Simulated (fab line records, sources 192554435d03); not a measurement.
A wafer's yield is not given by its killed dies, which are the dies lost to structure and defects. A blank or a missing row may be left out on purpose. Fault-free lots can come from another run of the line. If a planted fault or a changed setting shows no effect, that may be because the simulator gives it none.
A struck lot beside a sound one -- flow n5-finfet -- 36 out of 1938 route steps
Sound: these wafers, L999.1, L999.3, L999.4. The struck wafers were L106.1, L106.2, L106.3. The cause is given at the end.
At each step with rows: each side's tool, then ch and its chambers, then its first start. Under that, the readings that differ: sound wafers -- struck wafers -- difference of the means -- sigmas: that difference in standard deviations of wafers without a fault.
alike: a reading whose means differ by less than 2 such deviations, as well as words and numbers matching on both sides. not compared: withheld readings; readings where some wafer has no value; bounds like >300 that might hide an equal value; numbers whose values overlap and for which the record gives no deviation.
The two part at a step that has a row with sigmas, a row that says differs or no value, or rows on one side only. When numbers do not overlap yet have no deviation, they are printed without sigmas and do not part them. Lack of a reading on every wafer of one side parts them only where that side has two or more wafers.

first, 9 steps without rows for these wafers: N5_WELL_APT_COAT_19 (resist thk 950 nm); N5_WELL_APT_EBR_21; N5_WELL_APT_SOFTBAKE_20 (time 60 s); N5_WELL_APT_EXPOSE_22 (exposes mask PWELL, defocus 0 nm, target cd 200 nm); N5_WELL_APT_PEB_23 (peb time 90 s); N5_WELL_APT_DEVELOP_24 (develop time 45 s); N5_WELL_APT_HARDBAKE_29 (time 120 s); N5_WELL_APT_DESCUM_30 (chemistry O2, time 7.9 s); N5_WELL_APT_IMPLANT_31.
N5_WELL_APT_IMPLANT_32:
  sound on implanter-01 ch 0, day 2 22:10; struck on implanter-01 ch 0, day 4 15:23
reading,sound,struck,difference,sigmas
beam-energy-keV,49.999 49.997 49.988,34.461 34.475 34.475,-15.524,-99 or more
model.implant.rp-nm (nm),37.36 37.36 37.36,26.54 26.54 26.54,-10.82,
model.implant.drp-nm (nm),18.55 18.55 18.55,14.29 14.29 14.29,-4.26,
then, 25 steps without rows for these wafers: N5_WELL_APT_STRIP_33 (strips in SPM, time 900 s); N5_WELL_APT_RTA_34 (time 10 s); N5_WELL_APT_OXIDE_STRIP_42 (strips SiO2 in dHF, time 45 s, target depth 12 nm); N5_WELL_APT_PRECLEAN_36 (cleans in O3/DIW, time 45 s); N5_WELL_APT_PRECLEAN_39 (cleans in dHF, time 60 s); N5_WELL_APT_SRD_37 (time 30 s); N5_WELL_APT_EPI_41 (deposits Si from SiH4/H2, target thk 50 nm, time 297.7 s); N5_PMOS_HMC_CHANNEL_EPI_HM_DEP_34 (deposits SiO2 from TEOS/O2, target thk 36 nm, time 6.9 s); N5_PMOS_HMC_CHANNEL_EPI_COAT_31 (time 60 s, resist thk 66 nm); N5_PMOS_HMC_CHANNEL_EPI_COAT_03 (resist thk 205 nm); N5_PMOS_HMC_CHANNEL_EPI_EBR_05; N5_PMOS_HMC_CHANNEL_EPI_SOFTBAKE_04 (time 60 s); N5_PMOS_HMC_CHANNEL_EPI_EXPOSE_06 (exposes mask PMOS HMC BLK, target cd 240 nm); N5_PMOS_HMC_CHANNEL_EPI_PEB_07 (peb time 60 s); N5_PMOS_HMC_CHANNEL_EPI_DEVELOP_08 (develop time 30 s); N5_PMOS_HMC_CHANNEL_EPI_DESCUM_14 (chemistry O2, time 7.9 s); N5_PMOS_HMC_CHANNEL_EPI_ETCH_32 (etches BARC in N2/H2, stops on SiO2, target depth 85.8 nm, time 50.3 s); N5_PMOS_HMC_CHANNEL_EPI_HM_OPEN_15 (chemistry CHF3/O2, target SiO2, target depth 40.6 nm, time 20.3 s); N5_PMOS_HMC_CHANNEL_EPI_STRIP_33 (strips in N2/H2); N5_PMOS_HMC_CHANNEL_EPI_STRIP_17 (strips in SPM, time 750 s); N5_PMOS_HMC_CHANNEL_EPI_ETCH_38 (etches SiO2 in CF4, target depth 1.5 nm); N5_PMOS_HMC_CHANNEL_EPI_FIN_RECESS_16 (chemistry HBr/Cl2, target Si, target depth 54 nm, time 18 s); N5_PMOS_HMC_CHANNEL_EPI_PRECLEAN_36 (cleans in O3/DIW, time 45 s); N5_PMOS_HMC_CHANNEL_EPI_PRECLEAN_18 (cleans in DHF, time 30 s); N5_PMOS_HMC_CHANNEL_EPI_SRD_19 (time 30 s).
-- record jumps: 7 days separate the struck wafers' starts on either side; left off in module PMOS_HMC_CHANNEL_EPI, taken up again in module BEOL_M4, whose first shown step is the route's number 1111 --
N5_BEOL_M4_RC_MEAS_101:
  sound on prober-02 ch 0, day 9 14:12; struck on prober-01 ch 0, day 11 21:13
reading,sound,struck,difference,sigmas
CJ_N,4.31 4.40 4.33,5.63 5.53 5.56,+1.23,+14
IOFF_N_LONG (nA/um),5.38e-05 5.43e-05 5.37e-05,6.87e-05 6.79e-05 6.76e-05,+1.41e-05,+6
RS_PWELL (ohm/sq),2988 2980 2981,3155 3144 3156,+169,+8
  alike: DIBL_N, DIBL_P, IOFF_N, IOFF_P, ION_N, ION_P, SS_N, SS_P, VT_N, VT_P

WHERE THEY PART
First at N5_WELL_APT_IMPLANT_32; last, within this record, at N5_BEOL_M4_RC_MEAS_101.

WHY: the cause the simulator had injected
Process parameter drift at N5_WELL_APT_IMPLANT_32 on implanter-01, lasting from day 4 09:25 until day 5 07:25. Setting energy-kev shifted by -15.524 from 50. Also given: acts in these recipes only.
